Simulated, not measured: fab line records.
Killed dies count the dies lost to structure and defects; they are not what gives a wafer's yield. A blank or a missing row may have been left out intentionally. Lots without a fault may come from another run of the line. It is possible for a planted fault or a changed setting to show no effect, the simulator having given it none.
Lot-split experiment / flow n5Finfet / 7 lots, 21 wafers read, on a route of 1938 steps

THE SPLIT ITSELF
At N5_BEOL_M7_COAT_71 (time 60 s, resist thk 5 nm), the setting spinRpm was moved away from the recipe's 1500 rpm on 9 of the 21 wafers read, by -11.1% to +5.2%. For the rest of the wafers, this setting stayed at what the recipe calls for.

FROM THE SPLIT TO THE READING: what the file shows between them, 3 steps
- N5_BEOL_M7_COAT_22: resist thk 30 nm
- N5_BEOL_M7_EBR_24
- N5_BEOL_M7_DESCUM_33: chemistry O2, time 7 s

THE READING
etch.depthNm (the simulator's own value, which no gauge read), in nm, at N5_BEOL_M7_ETCH_72 (etches underlayer in N2/H2, target depth 6.5 nm, time 5.2 s). The file gives no usual value for it. Here, 12 wafers ran the recipe; their average is 5.001 nm with a standard deviation of 0.011 nm.

wafer=L076.1; tool, chamber at the split=lithoTrack-01, 0; spinRpm as run, rpm=1500; against the recipe=recipe; etch.depthNm, nm=4.992; against lot-mates on the recipe=-
wafer=L076.2; tool, chamber at the split=lithoTrack-01, 0; spinRpm as run, rpm=1500; against the recipe=recipe; etch.depthNm, nm=4.994; against lot-mates on the recipe=-
wafer=L076.4; tool, chamber at the split=lithoTrack-01, 0; spinRpm as run, rpm=1409; against the recipe=-6.1%; etch.depthNm, nm=5.154; against lot-mates on the recipe=+0.161
wafer=L079.2; tool, chamber at the split=lithoTrack-01, 0; spinRpm as run, rpm=1333; against the recipe=-11.1%; etch.depthNm, nm=5.325; against lot-mates on the recipe=no lot-mate on the recipe
wafer=L079.5; tool, chamber at the split=lithoTrack-01, 0; spinRpm as run, rpm=1333; against the recipe=-11.1%; etch.depthNm, nm=5.316; against lot-mates on the recipe=no lot-mate on the recipe
wafer=L079.6; tool, chamber at the split=lithoTrack-01, 0; spinRpm as run, rpm=1333; against the recipe=-11.1%; etch.depthNm, nm=5.321; against lot-mates on the recipe=no lot-mate on the recipe
wafer=L080.1; tool, chamber at the split=lithoTrack-04, 0; spinRpm as run, rpm=1578; against the recipe=+5.2%; etch.depthNm, nm=4.877; against lot-mates on the recipe=-0.111
wafer=L080.4; tool, chamber at the split=lithoTrack-04, 0; spinRpm as run, rpm=1500; against the recipe=recipe; etch.depthNm, nm=4.975; against lot-mates on the recipe=-
wafer=L080.6; tool, chamber at the split=lithoTrack-04, 0; spinRpm as run, rpm=1500; against the recipe=recipe; etch.depthNm, nm=5; against lot-mates on the recipe=-
wafer=L092.4; tool, chamber at the split=lithoTrack-04, 0; spinRpm as run, rpm=1362; against the recipe=-9.2%; etch.depthNm, nm=5.232; against lot-mates on the recipe=+0.236
wafer=L092.5; tool, chamber at the split=lithoTrack-04, 0; spinRpm as run, rpm=1362; against the recipe=-9.2%; etch.depthNm, nm=5.23; against lot-mates on the recipe=+0.234
wafer=L092.6; tool, chamber at the split=lithoTrack-04, 0; spinRpm as run, rpm=1500; against the recipe=recipe; etch.depthNm, nm=4.996; against lot-mates on the recipe=-
wafer=L093.2; tool, chamber at the split=lithoTrack-05, 0; spinRpm as run, rpm=1454; against the recipe=-3.1%; etch.depthNm, nm=5.084; against lot-mates on the recipe=+0.081
wafer=L093.3; tool, chamber at the split=lithoTrack-05, 0; spinRpm as run, rpm=1454; against the recipe=-3.1%; etch.depthNm, nm=5.085; against lot-mates on the recipe=+0.082
wafer=L093.4; tool, chamber at the split=lithoTrack-05, 0; spinRpm as run, rpm=1500; against the recipe=recipe; etch.depthNm, nm=5.003; against lot-mates on the recipe=-
wafer=L094.4; tool, chamber at the split=lithoTrack-01, 0; spinRpm as run, rpm=1500; against the recipe=recipe; etch.depthNm, nm=5.014; against lot-mates on the recipe=-
wafer=L094.6; tool, chamber at the split=lithoTrack-01, 0; spinRpm as run, rpm=1500; against the recipe=recipe; etch.depthNm, nm=5.014; against lot-mates on the recipe=-
wafer=L094.5; tool, chamber at the split=lithoTrack-01, 0; spinRpm as run, rpm=1500; against the recipe=recipe; etch.depthNm, nm=5.005; against lot-mates on the recipe=-
wafer=L096.1; tool, chamber at the split=lithoTrack-05, 0; spinRpm as run, rpm=1500; against the recipe=recipe; etch.depthNm, nm=5.01; against lot-mates on the recipe=-
wafer=L096.2; tool, chamber at the split=lithoTrack-05, 0; spinRpm as run, rpm=1500; against the recipe=recipe; etch.depthNm, nm=5.016; against lot-mates on the recipe=-
wafer=L096.4; tool, chamber at the split=lithoTrack-05, 0; spinRpm as run, rpm=1500; against the recipe=recipe; etch.depthNm, nm=4.996; against lot-mates on the recipe=-

FIT RESULTS
A straight line over all 21 wafers: etch.depthNm changes by -0.0271 nm for each +1% of spinRpm; r = -0.99; the points scatter about the line by 0.014 nm.
The same after taking each lot's own level away (the mean of its wafers on the recipe; 18 wafers): -0.025 nm for each +1%; r = -1.00; scatter 0.008 nm.
That fit puts the effect of the largest move of spinRpm on the reading at 0.28 nm.
The span of the lots' own levels, 4.9875 to 5.0110 nm, comes to 2.1 times the standard deviation stated above.
Hence the lot-to-lot level has little effect on the slope; both slopes agree.
Check: for one of the wafers moved furthest among these (-9.2%), held out of the fit, the line's prediction against its lot-mates is +0.231 nm. Against them it came out at +0.236 nm.

OTHER SPLITS APPLIED TO THESE WAFERS
Other splits were also applied to these wafers ahead of the reading. Each is held against what the fit with the lots' levels taken away leaves over:
other split on the same wafers=N5_BEOL_M4_COAT_22 spinRpm; wafers away from the commonest value=9; r with etch.depthNm (lot level and that fit taken away)=-0.13
other split on the same wafers=N5_BEOL_M4_DESCUM_33 timeS; wafers away from the commonest value=3; r with etch.depthNm (lot level and that fit taken away)=+0.01
other split on the same wafers=N5_BEOL_M5_COAT_71 spinRpm; wafers away from the commonest value=5; r with etch.depthNm (lot level and that fit taken away)=-0.10
other split on the same wafers=N5_BEOL_M5_COAT_05 spinRpm; wafers away from the commonest value=12; r with etch.depthNm (lot level and that fit taken away)=+0.02
other split on the same wafers=N5_BEOL_M7_ETCH_61 sourceW; wafers away from the commonest value=8; r with etch.depthNm (lot level and that fit taken away)=-0.17

THE WHOLE CHAIN: every reading that the file lists as answering this split, in the file's order
step=N5_BEOL_M7_COAT_71; what it does=time 60 s, resist thk 5 nm; reading=underlayer_of_BEOL_M7_COAT_71.thkNm (the simulator's own value, which no gauge read); change (the file's fit)=-0.0259 nm for each +1% of the setting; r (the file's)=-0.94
step=N5_BEOL_M7_ETCH_72; what it does=etches underlayer in N2/H2, target depth 6.5 nm, time 5.2 s; reading=etch.depthNm (the simulator's own value, which no gauge read); change (the file's fit)=-0.0251 nm for each +1% of the setting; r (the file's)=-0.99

THE FILE'S OWN FIT
etch.depthNm changes by -0.0251 nm for each +1% of spinRpm, r = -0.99.
